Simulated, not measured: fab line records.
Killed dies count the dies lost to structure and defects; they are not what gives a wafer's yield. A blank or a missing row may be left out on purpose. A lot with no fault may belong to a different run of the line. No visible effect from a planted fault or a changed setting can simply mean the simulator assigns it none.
The tool behind it: which one? | flow n5 finfet | 24 lots with 72 wafers sampled at 5 steps, on a route of 1938 steps

## WHAT THE GAUGES SHOWED, per wafer
N5_BEOL_M11_OVL_MEAS_29.
lot  | measured     | on         | V10_OVL (nm)
L074 | day 10 13:02 | overlay-01 | -0.6 0.4 -0.4
L075 | day 10 15:23 | overlay-02 | -0.9 -1.3 -1.2
L076 | day 10 21:25 | overlay-01 | 0.3 0.8 0.7
L078 | day 10 21:33 | overlay-02 | 0.8 0.4 -1.3
L077 | day 11 01:38 | overlay-01 | 1.0 -0.7 -0.8
L079 | day 11 13:10 | overlay-01 | -0.8 -0.2 0.0
L080 | day 12 04:26 | overlay-02 | -1.1 0.0 -0.5
L083 | day 12 11:41 | overlay-02 | -0.5 0.1 -0.2
L082 | day 12 12:17 | overlay-01 | 0.0 -0.3 0.6
L081 | day 12 16:38 | overlay-02 | 0.8 2.6 0.6
L086 | day 13 04:09 | overlay-01 | -1.1 0.0 0.0
L084 | day 13 08:28 | overlay-01 | -0.3 0.0 0.4
L085 | day 13 12:38 | overlay-01 | -0.9 -0.7 0.1
L087 | day 13 15:27 | overlay-02 | 0.3 0.2 0.0
L088 | day 13 17:55 | overlay-01 | -0.3 -0.8 0.0
L089 | day 15 00:08 | overlay-02 | -0.1 -0.2 0.1
L090 | day 15 02:52 | overlay-02 | -0.5 -0.8 -0.5
L092 | day 15 03:17 | overlay-02 | 0.1 0.5 0.0
L091 | day 15 07:10 | overlay-02 | 1.1 0.4 0.4
L094 | day 15 16:54 | overlay-01 | 0.3 -1.9 0.5
L093 | day 15 21:13 | overlay-02 | 0.1 0.9 0.4
L095 | day 16 08:14 | overlay-02 | -0.3 -0.5 0.0
L097 | day 16 08:23 | overlay-01 | -0.2 -1.3 -0.9
L096 | day 16 15:25 | overlay-01 | 0.3 0.1 -0.3

N5_BEOL_M11_CD_MEAS_35 targets a cd of 70 nm.
lot  | measured     | on        | cd nm (nm)
L074 | day 10 13:44 | cd sem-03 | 70.2 69.9 69.2
L075 | day 10 16:05 | cd sem-02 | 69.6 69.3 69.4
L076 | day 10 22:07 | cd sem-03 | 70.2 70.1 70.1
L078 | day 10 22:42 | cd sem-03 | 69.3 69.3 69.2
L077 | day 11 02:20 | cd sem-01 | 69.6 69.3 70.0
L079 | day 11 13:52 | cd sem-01 | 70.3 70.2 70.3
L080 | day 12 05:08 | cd sem-02 | 69.3 70.2 69.6
L083 | day 12 12:23 | cd sem-01 | 69.7 70.3 69.9
L082 | day 12 13:35 | cd sem-03 | 68.9 68.6 68.1
L081 | day 12 17:21 | cd sem-02 | 69.4 68.7 69.3
L086 | day 13 05:05 | cd sem-02 | 68.9 70.1 69.9
L084 | day 13 09:27 | cd sem-01 | 69.6 69.1 69.6
L085 | day 13 13:46 | cd sem-01 | 69.5 69.8 69.7
L087 | day 13 16:09 | cd sem-01 | 69.8 70.8 70.3
L088 | day 13 18:38 | cd sem-02 | 69.8 69.4 69.8
L089 | day 15 00:51 | cd sem-01 | 69.4 69.3 69.5
L090 | day 15 03:35 | cd sem-01 | 70.5 69.3 69.6
L092 | day 15 04:01 | cd sem-03 | 70.1 71.0 69.9
L091 | day 15 07:57 | cd sem-03 | 69.6 69.4 68.7
L094 | day 15 17:37 | cd sem-02 | 69.4 69.3 69.4
L093 | day 15 21:55 | cd sem-03 | 69.0 69.4 70.1
L095 | day 16 08:57 | cd sem-01 | 70.2 70.5 70.9
L097 | day 16 09:24 | cd sem-03 | 69.9 70.5 69.7
L096 | day 16 16:08 | cd sem-02 | 70.1 69.9 70.0

N5_BEOL_M12_CD_MEAS_10 targets a cd of 140 nm.
lot  | measured     | on        | cd nm (nm)
L074 | day 10 16:20 | cd sem-01 | 141.7 140.3 140.6
L075 | day 10 19:43 | cd sem-01 | 141.4 141.7 142.8
L076 | day 11 03:02 | cd sem-03 | 138.7 136.9 137.5
L078 | day 11 03:47 | cd sem-02 | 137.4 140.2 140.0
L077 | day 11 05:31 | cd sem-03 | 138.9 139.1 137.1
L079 | day 11 17:25 | cd sem-02 | 140.2 140.1 139.8
L080 | day 12 08:08 | cd sem-02 | 141.1 141.7 140.9
L083 | day 12 15:32 | cd sem-02 | 141.5 141.4 139.0
L082 | day 12 18:35 | cd sem-03 | 139.5 140.6 137.7
L081 | day 12 19:56 | cd sem-03 | 138.3 138.4 140.8
L086 | day 13 07:48 | cd sem-02 | 141.5 142.0 140.9
L084 | day 13 12:40 | cd sem-02 | 140.9 142.0 139.3
L085 | day 13 18:20 | cd sem-02 | 138.5 139.4 139.7
L087 | day 13 19:10 | cd sem-02 | 140.1 140.9 141.7
L088 | day 13 23:46 | cd sem-02 | 140.4 140.4 140.0
L089 | day 15 04:11 | cd sem-03 | 139.5 140.2 139.1
L090 | day 15 06:50 | cd sem-02 | 139.5 139.4 138.6
L092 | day 15 06:53 | cd sem-01 | 139.5 139.8 138.9
L091 | day 15 11:20 | cd sem-02 | 139.0 142.2 141.1
L094 | day 15 20:25 | cd sem-02 | 139.0 138.9 139.1
L093 | day 16 00:38 | cd sem-02 | 138.9 139.9 140.1
L095 | day 16 12:01 | cd sem-02 | 141.4 141.0 140.8
L097 | day 16 12:34 | cd sem-01 | 137.8 138.8 137.8
L096 | day 16 19:02 | cd sem-02 | 141.0 138.9 138.2

## EACH LOT AND THE TOOL THAT RAN IT (in order: tool; ch and the chambers of the sampled wafers; start)
lot  | N5_BEOL_M11_STRIP_36               | N5_BEOL_M11_DEGAS_44
L074 | rie diel-02 ch 0,2, day 10 13:22   | pvd sputter-01, day 10 14:13
L075 | rie diel-06 ch 1,3, day 10 15:43   | pvd sputter-01, day 10 17:39
L076 | rie diel-05 ch 0,3, day 10 21:44   | pvd sputter-03, day 10 22:58
L078 | rie diel-05 ch 0,2,3, day 10 22:19 | pvd sputter-02, day 11 01:23
L077 | rie diel-05 ch 1,2, day 11 01:58   | pvd sputter-02, day 11 02:55
L079 | rie diel-02 ch 0,2,3, day 11 13:29 | pvd sputter-02, day 11 14:35
L080 | rie diel-05 ch 0,3, day 12 04:46   | pvd sputter-03, day 12 05:40
L083 | rie diel-06 ch 0,2,3, day 12 12:01 | pvd sputter-01, day 12 13:02
L082 | rie diel-05 ch 1,2,3, day 12 13:13 | pvd sputter-01, day 12 16:07
L081 | rie diel-02 ch 0,3, day 12 16:58   | pvd sputter-01, day 12 17:48
L086 | rie diel-05 ch 0,1,3, day 13 04:41 | pvd sputter-02, day 13 05:33
L084 | rie diel-05 ch 0,1, day 13 09:05   | pvd sputter-03, day 13 09:56
L085 | rie diel-06 ch 0,1,2, day 13 13:23 | pvd sputter-02, day 13 15:58
L087 | rie diel-05 ch 0,1, day 13 15:47   | pvd sputter-02, day 13 16:59
L088 | rie diel-06 ch 0,3, day 13 18:15   | pvd sputter-01, day 13 20:26
L089 | rie diel-05 ch 0,3, day 15 00:28   | pvd sputter-01, day 15 01:16
L090 | rie diel-05 ch 0,1,2, day 15 03:12 | pvd sputter-01, day 15 04:25
L092 | rie diel-02 ch 0,1, day 15 03:37   | pvd sputter-02, day 15 04:31
L091 | rie diel-02 ch 0,2,3, day 15 07:34 | pvd sputter-03, day 15 08:37
L094 | rie diel-02 ch 1,2, day 15 17:14   | pvd sputter-03, day 15 18:08
L093 | rie diel-02 ch 0,2,3, day 15 21:32 | pvd sputter-01, day 15 22:19
L095 | rie diel-06 ch 0,2,3, day 16 08:34 | pvd sputter-03, day 16 09:48
L097 | rie diel-06 ch 0,2, day 16 09:01   | pvd sputter-01, day 16 09:56
L096 | rie diel-05 ch 1,2,3, day 16 15:46 | pvd sputter-02, day 16 16:34
- N5_BEOL_M11_STRIP_36: strips in N2/H2.
- N5_BEOL_M11_DEGAS_44: time 60 s.

## AS READ BY THE TOOLS THEMSELVES (means over the sampled wafers that have a number; for cases with no such wafer, the mark the record gives instead)
N5_BEOL_M11_STRIP_36.
lot  | tool        | drypump motor current A (A) | oes product au (a.u.) | rf vpp V (V) | showerhead plenum p Torr (Torr) | throttle valve pct (%)
L074 | rie diel-02 | 5.6                         | 0.73                  | 60.5         | 2.56                            | 23.75
L075 | rie diel-06 | 5.5                         | 0.70                  | 60.2         | 2.54                            | 23.87
L076 | rie diel-05 | 6.2                         | 0.73                  | 58.3         | 2.63                            | 24.00
L078 | rie diel-05 | 6.0                         | 0.72                  | 61.6         | 2.62                            | 23.83
L077 | rie diel-05 | 6.1                         | 0.72                  | 58.6         | 2.52                            | 23.75
L079 | rie diel-02 | 5.9                         | 0.78                  | 58.4         | 2.58                            | 23.62
L080 | rie diel-05 | 6.3                         | 0.73                  | 56.4         | 2.62                            | 24.02
L083 | rie diel-06 | 5.5                         | 0.81                  | 59.4         | 2.60                            | 24.01
L082 | rie diel-05 | 6.3                         | 0.73                  | 59.9         | 2.52                            | 23.93
L081 | rie diel-02 | 6.2                         | 0.82                  | 61.2         | 2.60                            | 23.52
L086 | rie diel-05 | 6.1                         | 0.72                  | 61.2         | 2.52                            | 23.90
L084 | rie diel-05 | 5.7                         | 0.73                  | 60.3         | 2.53                            | 23.75
L085 | rie diel-06 | 5.4                         | 0.81                  | 57.3         | 2.55                            | 23.86
L087 | rie diel-05 | 5.8                         | 0.72                  | 59.6         | 2.53                            | 23.76
L088 | rie diel-06 | 5.2                         | 0.89                  | 58.9         | 2.58                            | 24.10
L089 | rie diel-05 | 5.9                         | 0.71                  | 60.4         | 2.61                            | 23.88
L090 | rie diel-05 | 6.0                         | 0.80                  | 59.9         | 2.52                            | 23.69
L092 | rie diel-02 | 6.0                         | 0.68                  | 60.9         | 2.47                            | 23.87
L091 | rie diel-02 | 5.9                         | 0.75                  | 58.6         | 2.57                            | 23.67
L094 | rie diel-02 | 5.4                         | 0.70                  | 59.0         | 2.62                            | 23.81
L093 | rie diel-02 | 5.9                         | 0.74                  | 62.0         | 2.57                            | 23.65
L095 | rie diel-06 | 5.5                         | 0.88                  | 59.1         | 2.59                            | 23.98
L097 | rie diel-06 | 5.6                         | 0.87                  | 59.2         | 2.58                            | 23.89
L096 | rie diel-05 | 6.3                         | 0.78                  | 58.8         | 2.51                            | 23.87

N5_BEOL_M11_DEGAS_44.
lot  | tool           | heater power w (W)
L074 | pvd sputter-01 | 307
L075 | pvd sputter-01 | 324
L076 | pvd sputter-03 | 342
L078 | pvd sputter-02 | 356
L077 | pvd sputter-02 | 358
L079 | pvd sputter-02 | 349
L080 | pvd sputter-03 | 325
L083 | pvd sputter-01 | 311
L082 | pvd sputter-01 | 321
L081 | pvd sputter-01 | 312
L086 | pvd sputter-02 | 350
L084 | pvd sputter-03 | 339
L085 | pvd sputter-02 | 347
L087 | pvd sputter-02 | 339
L088 | pvd sputter-01 | 341
L089 | pvd sputter-01 | 317
L090 | pvd sputter-01 | 338
L092 | pvd sputter-02 | 350
L091 | pvd sputter-03 | 336
L094 | pvd sputter-03 | 332
L093 | pvd sputter-01 | 350
L095 | pvd sputter-03 | 347
L097 | pvd sputter-01 | 317
L096 | pvd sputter-02 | 365

## THE ANSWER, worked out from the rows above alone
Rule: the usual values come from the lots themselves. Put in order of their means at a reading, lots are off if they are a third of the lots or fewer, leave a main group of 4 or more, and stand apart from it by a gap of 3 or more times the standard deviation of the main group's means; of several such gaps the widest counts. The tables above print the reading to a certain number of digits; a main group whose means all agree to those digits is not used. Also off: a lot with no number at a reading for which 4 or more lots have one. All remaining lots with rows at the step are treated as sound. Order of review: gauges by route order, followed by the tools' own readings, for which a lot's mean as printed above is used. At the first step where some lot is off, the reading lying furthest off is the one used; lots without a number count as furthest.
No lot is off on any of the readings shown, so nothing can be concluded from this.

## WHAT THE SIMULATOR HAD INSERTED
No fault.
